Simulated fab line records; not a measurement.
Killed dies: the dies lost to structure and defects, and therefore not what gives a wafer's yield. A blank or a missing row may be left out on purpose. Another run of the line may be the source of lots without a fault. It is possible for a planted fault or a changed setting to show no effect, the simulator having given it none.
Matching of chambers | flow nand_harc | NHARC_A_CHANNEL_FILL_D1_ALD_16 on ald_hk-02 has 4 sister chambers
The step deposits SiO2, target thk 1.5 nm, pulse time 10 s, ald cycles 15. 4 wafers are shown with their chamber, then 7 later ones without.

## WAFERS PAIRED WITH THEIR CHAMBERS
wafer  | chamber | heater_power_w (W)
L083.3 | 3       | 468
L082.5 | 2       | 474
L090.2 | 1       | 460
L090.4 | 0       | 487

## WAFERS WITH NO CHAMBER GIVEN
wafer  | heater_power_w (W)
L090.6 | 474
L095.2 | 437
L095.3 | 472
L095.6 | 448
L094.4 | 448
L094.5 | 450
L094.6 | 485

## CHAMBER TAKEN BY EACH
wafer  | from the rows above               | in truth
L090.6 | can't be placed: 2 or 3 or 0 or 1 | 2
L095.2 | can't be placed: 1 or 3 or 2      | 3
L095.3 | can't be placed: 2 or 3 or 1 or 0 | 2
L095.6 | can't be placed: 1 or 3 or 2      | 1
L094.4 | can't be placed: 1 or 3 or 2      | 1
L094.5 | can't be placed: 1 or 3 or 2      | 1
L094.6 | can't be placed: 0 or 2 or 3      | 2
Placed correctly: 0 of 7. Unplaceable from these rows: 7, with the true chamber sitting among the candidates in 7. 0 placed wrongly.
How it was worked out, from the rows above alone: a wafer's distance from a chamber is the root of the sum, over the readings, of the square of ((its reading less the chamber's mean) divided by the reading's scatter). The wafer belongs to the nearest chamber; if the next one is less than 2 further off, it can't be placed. A chamber's mean is the mean of its shown wafers. The scatter (one wafer shown for each chamber): square how far every hidden wafer sits from the nearest shown wafer, average those squares and take the square root.
